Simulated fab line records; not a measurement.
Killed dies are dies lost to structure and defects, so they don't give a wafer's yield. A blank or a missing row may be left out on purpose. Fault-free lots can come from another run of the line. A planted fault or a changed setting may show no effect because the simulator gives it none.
Problem report, 8D (eight disciplines) form, completed by code -- flow n5 finfet -- the parts of the form that need people (team, actions taken, sign-off) are left out

1. THE PROBLEM
Wafers without a fault read 400.01 C, standard deviation 0.21; susceptor temp C at N5_BEOL_M3_PECVD_72 reads a mean of 404.88 C on 6 wafers belonging to 2 lots. That puts it +23 standard deviations away from the usual mean.
The step: deposits SiO2 from TEOS/O2, target thk 16 nm, time 18 s.
First observed at day 9 11:59: wafer L925.2, on pecvd-02. Wafers with a number at this step in the record: 12, from 4 lots. The rule behind "out" and "out of limits": a value lying over 4 standard deviations away from the usual mean. The other wafers with a number count as sound.

2. WHAT IT IS; WHAT IT IS NOT
question,is,is not
which readings at this step,susceptor temp C,"heater power w, showerhead plenum p Torr, throttle valve pct"
which lots,"L925, L926","L937, L938"
which wafers of those lots,all that have a number,-
read on which tools,pecvd-02,pecvd-01
when,from day 9 11:59,"up to then (0 sound wafers); but 6 sound wafers of L937, L938 came after"

3. THE SUSPECTS, EACH WITH WHAT RULES IT OUT
Counting: a tool at any process step up to the reading remains a suspect when it ran all the lots that are out and ran no sound lot after the first of those.
- pecvd-02 at N5_BEOL_M3_PECVD_72 (deposits SiO2 from TEOS/O2, target thk 16 nm, time 18 s): ruled out as a lasting fault. Sound lots L937 ran on it after its first lot that is out, L925 (day 9 11:59).
Left after counting: nothing in the record.

4. THE CAUSE (what the simulator had put in)
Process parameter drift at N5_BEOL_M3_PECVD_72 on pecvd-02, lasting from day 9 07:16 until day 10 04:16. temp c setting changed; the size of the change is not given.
Counting ruled it out, wrongly.

5. SEQUENCE OF EFFECTS, ordered by route
One row per reading whose mean, taken over the struck wafers that have a number, lies over 3 standard deviations from the usual. Scope: only readings with a usual standard deviation given in the record; hours: median across lots of the time from each lot's start at the first step in this table that gives one to its start at this step; sigmas: change in usual standard deviations.
hours,step,reading,usual,on struck wafers,change,sigmas
0,N5_BEOL_M3_PECVD_72,susceptor temp C,400.01 C,404.88,+4.87,+23
Process steps it contains:
- N5_BEOL_M3_PECVD_72: deposits SiO2 from TEOS/O2, target thk 16 nm, time 18 s.
At these later measuring or inspecting steps, every struck wafer for which the step has a row has a number for every such reading, and none has moved that far: N5_BEOL_M4_RC_MEAS_101.

6. WHAT WOULD HAVE CAUGHT IT SOONER
First out-of-limits reading in this record: day 9 11:59, which is 5 hours after fault onset at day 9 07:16.
